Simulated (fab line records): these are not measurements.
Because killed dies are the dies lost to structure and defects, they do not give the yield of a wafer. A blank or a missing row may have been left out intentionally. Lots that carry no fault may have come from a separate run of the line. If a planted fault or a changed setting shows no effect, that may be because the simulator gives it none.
One fault through the eyes of 3 desks + flow n5 finfet + each desk holds nothing but its own numbers, with what lay behind them at the end

TOOL OWNER'S DESK, rie diel-06
The tool's own readings at N5_MOL_CONTACT_COAG_ETCH_124 (etches SiNx in CH3F/O2, stops on SiOC, target depth 6.5 nm): means of the sampled wafers that have a number, for each lot that ran on this tool. The brackets show how far a lot's mean lies from the usual mean; more than 4 standard deviations puts the lot out of limits, marked OUT.
Columns: A = bias w at N5_MOL_CONTACT_COAG_ETCH_124, usual 73.03 W; B = drypump motor current A at N5_MOL_CONTACT_COAG_ETCH_124, usual 5.8 A; C = oes product au at N5_MOL_CONTACT_COAG_ETCH_124, usual 0.68 a.u.; D = rf vpp V at N5_MOL_CONTACT_COAG_ETCH_124, usual 298.1 V; E = showerhead plenum p Torr at N5_MOL_CONTACT_COAG_ETCH_124, usual 2.01 Torr; F = throttle valve pct at N5_MOL_CONTACT_COAG_ETCH_124, usual 16.41 %
| lot  | first seen here | A               | B   | C    | D               | E    | F     |
|------|-----------------|-----------------|-----|------|-----------------|------|-------|
| L724 | day 5 14:56     | 73.01           | 5.7 | 0.73 | 296.0           | 1.98 | 16.36 |
| L744 | day 10 09:35    | 81.63 (+41) OUT | 6.1 | 0.65 | 322.9 (+11) OUT | 1.98 | 16.60 |
This desk's finding: out of limits on L744; first on L744, day 10 09:35 (bias w at N5_MOL_CONTACT_COAG_ETCH_124). In limits: L724.

METROLOGY DESK
What the gauges read for every lot (on any tool): the sampled wafers with a number, averaged. The brackets show how far a lot's mean lies from the usual mean; more than 4 standard deviations puts the lot out of limits, marked OUT. Of its 10 readings 7 are shown: those that lie furthest out on some lot.
Columns: A = DIBL_P at N5_BEOL_M4_RC_MEAS_101, usual 36.3 mV/V; B = IOFF_N at N5_BEOL_M4_RC_MEAS_101, usual 0.157 nA/um; C = IOFF_P at N5_BEOL_M4_RC_MEAS_101, usual 0.22 nA/um; D = ION_N at N5_BEOL_M4_RC_MEAS_101, usual 675 uA/um; E = ION_P at N5_BEOL_M4_RC_MEAS_101, usual 465 uA/um; F = VT_N at N5_BEOL_M4_RC_MEAS_101, usual 249.8 mV; G = VT_P at N5_BEOL_M4_RC_MEAS_101, usual -249 mV
| lot  | first seen here | A    | B     | C    | D   | E   | F     | G    |
|------|-----------------|------|-------|------|-----|-----|-------|------|
| L724 | day 8 02:30     | 37.6 | 0.156 | 0.21 | 677 | 466 | 248.2 | -251 |
| L726 | day 8 20:02     | 36.5 | 0.155 | 0.19 | 678 | 457 | 249.3 | -251 |
| L736 | day 12 05:35    | 37.1 | 0.179 | 0.25 | 688 | 473 | 246.2 | -246 |
| L744 | day 13 21:08    | 36.9 | 0.171 | 0.24 | 675 | 465 | 247.1 | -246 |
| L747 | day 14 19:40    | 38.2 | 0.167 | 0.27 | 683 | 481 | 249.5 | -245 |
This desk found nothing out of limits on any of the 5 lots.

THE DEFECT DESK
For each lot, the counts of the inspections along the route, averaged over the sampled wafers that have a number. The brackets show how far a lot's mean lies from the usual mean; more than 4 standard deviations puts the lot out of limits, marked OUT.
Columns: A = raw defect count at N5_MOL_CONTACT_COAG_INSPECT_42, usual 230
| lot  | first seen here | A   |
|------|-----------------|-----|
| L724 | day 5 14:02     | 203 |
| L726 | day 5 18:06     | 272 |
| L736 | day 8 03:47     | 284 |
| L744 | day 10 08:52    | 173 |
| L747 | day 10 23:47    | 250 |
This desk found nothing out of limits on any of the 5 lots.

BROUGHT TOGETHER
On L744, at day 10 09:35, an alarm was possible from the tool owner's desk.
Metrology desk: nothing out of limits seen.
Nothing the defect desk looked at was out of limits.
The metrology desk has L744 on record, within its limits.
The defect desk has L744 on record, within its limits.
All the named lots went through N5_MOL_CONTACT_COAG_ETCH_124 on rie diel-06.

WHAT THE SIMULATOR PUT IN
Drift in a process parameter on rie diel-06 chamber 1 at N5_MOL_CONTACT_COAG_ETCH_124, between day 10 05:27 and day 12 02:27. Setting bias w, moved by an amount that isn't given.
Struck lots among those shown: L744.
Hours from the fault's start to each desk's first reading out of limits: the tool owner's desk, 4.
